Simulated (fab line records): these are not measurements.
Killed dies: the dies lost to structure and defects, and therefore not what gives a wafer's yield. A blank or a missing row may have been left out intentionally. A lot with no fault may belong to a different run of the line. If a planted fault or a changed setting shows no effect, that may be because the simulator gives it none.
Problem report in the 8D (eight disciplines) form, filled by code || flow nandHarc || the parts of the form that need people (team, actions taken, sign-off) are left out

1. PROBLEM STATEMENT
Wafers without a fault read 843.3 s, standard deviation 0.94; runLengthS at NHARC_P_ZERO_WELL_STRIP_56 reads a mean of 176.4 s on 6 wafers belonging to 2 lots. So: -99 or more standard deviations from the usual mean.
The step: strips in SPM, time 840 s.
The first sign was on wafer L363.2 at day 4 04:15, on wetBench-07. Wafers with a number at this step in the record: 39, from 13 lots. By rule, "out" or "out of limits" means more than 4 standard deviations away from the usual mean. Any other wafer with a number is counted as sound.

2. WHAT IT IS, AND WHAT IT ISN'T
{"question": "which readings at this step", "is": "runLengthS", "is not": "-"}
{"question": "which lots", "is": "L363, L365", "is not": "L358, L359, L361, L373, L374, L375, L376, L377, L378, L380, L381"}
{"question": "which wafers of those lots", "is": "all that have a number", "is not": "-"}
{"question": "read on which tools", "is": "wetBench-07", "is not": "wetBench-03, wetBench-05"}
{"question": "when", "is": "from day 4 04:15", "is not": "up to then (9 sound wafers); but 24 sound wafers of L373, L374, L375, L376, L377, L378, L380, L381 came after"}

3. THE SUSPECTS, EACH WITH WHAT RULES IT OUT
Counting: a tool at any process step up to the reading remains a suspect when it ran all the lots that are out and ran no sound lot after the first of those.
- rieDiel-03 at NHARC_P_ZERO_WELL_DESCUM_13 (chemistry O2, time 3 s): ruled out as a lasting fault. The sound lots L374, L380, L381 went through it after L363, its earliest lot that is out (day 3 23:17).
- wetBench-07 at NHARC_P_ZERO_WELL_STRIP_56 (strips in SPM, time 840 s): ruled out as a lasting fault. The sound lots L374, L376, L380 went through it after L363, its earliest lot that is out (day 4 04:15).
Left after counting: nothing in the record.

4. THE CAUSE (what the simulator had put in)
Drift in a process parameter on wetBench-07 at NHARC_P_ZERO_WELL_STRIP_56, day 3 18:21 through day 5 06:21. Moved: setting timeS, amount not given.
Counting ruled it out, wrongly.

5. THE EFFECT CHAIN, in route order
Each row: a reading whose mean over the struck wafers that have a number lies more than 3 standard deviations from the usual. Scope: only readings with a usual standard deviation given in the record; hours: median across lots of the time from each lot's start at the first step in this table that gives one to its start at this step; sigmas: change in usual standard deviations.
{"hours": 0, "step": "NHARC_P_ZERO_WELL_STRIP_56", "reading": "runLengthS", "usual": "843.3 s", "on struck wafers": 176.4, "change": -666.8, "sigmas": "-99 or more"}
Here are the process steps it includes:
- NHARC_P_ZERO_WELL_STRIP_56: strips in SPM, time 840 s.
Later steps that measure or inspect, where all struck wafers having a row at the step show a number for every such reading and not one has moved that far: NHARC_P_STI_CD_MEAS_16.

6. WHAT WOULD HAVE CAUGHT IT SOONER
First out-of-limits reading in this record: day 4 04:15, which is 10 hours after fault onset at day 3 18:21.
